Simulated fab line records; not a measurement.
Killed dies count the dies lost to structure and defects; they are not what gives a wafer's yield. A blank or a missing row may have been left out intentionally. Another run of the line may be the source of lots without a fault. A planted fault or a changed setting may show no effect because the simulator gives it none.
2 desks looking at one fault || flow nand-harc || each desk holds nothing but its own numbers, with what lay behind them at the end

== METROLOGY DESK ==
What the gauges read, lot by lot, whatever tool the lot ran on: means of the sampled wafers that have a number. Any lot whose mean is over 4 standard deviations away from the usual mean is out of limits and marked OUT; that distance is given in the brackets.
Columns: A = cd-nm at NHARC_THIN_TSV_CD_MEAS_37, usual 4999.8 nm
{"lot": "L452", "first seen here": "day 24 16:39", "A": 5002.0}
{"lot": "L453", "first seen here": "day 24 22:48", "A": 5003.9}
{"lot": "L455", "first seen here": "day 26 18:15", "A": 4999.5}
{"lot": "L458", "first seen here": "day 26 21:08", "A": 5000.1}
{"lot": "L460", "first seen here": "day 27 14:43", "A": 4999.0}
{"lot": "L461", "first seen here": "day 28 14:05", "A": 4999.2}
{"lot": "L467", "first seen here": "day 30 08:31", "A": 4997.4}
{"lot": "L470", "first seen here": "day 32 11:17", "A": 4998.4}
{"lot": "L472", "first seen here": "day 32 19:08", "A": 4999.0}
{"lot": "L471", "first seen here": "day 32 20:16", "A": 4997.7}
{"lot": "L473", "first seen here": "day 33 01:17", "A": 5001.0}
{"lot": "L474", "first seen here": "day 33 21:38", "A": 5001.5}
Result from this desk: across the 12 lots, nothing is out of limits.

== TOOL OWNER'S DESK, furnace-05 ==
At NHARC_THIN_TSV_ANNEAL_58 (time 1800 s), the tool's own readings, given per lot that ran on this tool as the mean of the sampled wafers with a number. Any lot whose mean is over 4 standard deviations away from the usual mean is out of limits and marked OUT; that distance is given in the brackets.
Columns: A = spike-tc-bottom-C at NHARC_THIN_TSV_ANNEAL_58, usual 424.3 C; B = spike-tc-centre-C at NHARC_THIN_TSV_ANNEAL_58, usual 399.8 C; C = spike-tc-lower-C at NHARC_THIN_TSV_ANNEAL_58, usual 398.8 C; D = spike-tc-top-C at NHARC_THIN_TSV_ANNEAL_58, usual 427.8 C; E = spike-tc-upper-C at NHARC_THIN_TSV_ANNEAL_58, usual 399.7 C; F = zone-power-top-pct at NHARC_THIN_TSV_ANNEAL_58, usual 10.45 %
{"lot": "L453", "first seen here": "day 25 01:52", "A": 422.9, "B": 399.8, "C": 397.9, "D": 428.1, "E": 401.9, "F": 10.45}
{"lot": "L455", "first seen here": "day 26 20:02", "A": 422.6, "B": 398.7, "C": 397.5, "D": 428.6, "E": 401.1, "F": 10.30}
{"lot": "L458", "first seen here": "day 27 02:17", "A": 423.6, "B": 397.9, "C": 398.3, "D": 427.4, "E": 401.5, "F": 10.47}
{"lot": "L461", "first seen here": "day 28 17:41", "A": "449.3 (+15) OUT", "B": "424.9 (+18) OUT", "C": "425.6 (+21) OUT", "D": "454.5 (+22) OUT", "E": "429.0 (+13) OUT", "F": "11.30 (+6.0) OUT"}
{"lot": "L467", "first seen here": "day 30 11:35", "A": "450.0 (+15) OUT", "B": "426.0 (+19) OUT", "C": "424.8 (+20) OUT", "D": "455.2 (+23) OUT", "E": "429.4 (+14) OUT", "F": "11.30 (+6.1) OUT"}
{"lot": "L471", "first seen here": "day 32 22:13", "A": 422.5, "B": 398.0, "C": 398.1, "D": 427.6, "E": 401.2, "F": 10.41}
{"lot": "L472", "first seen here": "day 32 22:13", "A": 423.2, "B": 398.7, "C": 398.1, "D": 428.3, "E": 402.4, "F": 10.41}
{"lot": "L474", "first seen here": "day 34 00:43", "A": 422.7, "B": 399.4, "C": 396.4, "D": 427.3, "E": 401.9, "F": 10.33}
This desk's finding: out of limits on L461, L467; first on L461, day 28 17:41 (spike-tc-bottom-C at NHARC_THIN_TSV_ANNEAL_58). In limits: L453, L455, L458, L471, L472, L474.

== ALL TOGETHER ==
The tool owner's desk had the chance to raise an alarm at day 28 17:41 on L461, L467.
From the metrology desk's view, nothing was out of limits.
The metrology desk has L461, L467 on record, within its limits.
NHARC_THIN_TSV_ANNEAL_58 was run on furnace-05 by each of the lots named.

== WHAT WAS PUT IN BY THE SIMULATOR ==
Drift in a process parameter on furnace-05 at NHARC_THIN_TSV_ANNEAL_58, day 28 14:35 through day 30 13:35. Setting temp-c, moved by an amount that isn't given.
Shown lots that were struck: L461, L467.
Hours from the fault's start to each desk's first reading out of limits: the tool owner's desk, 3.
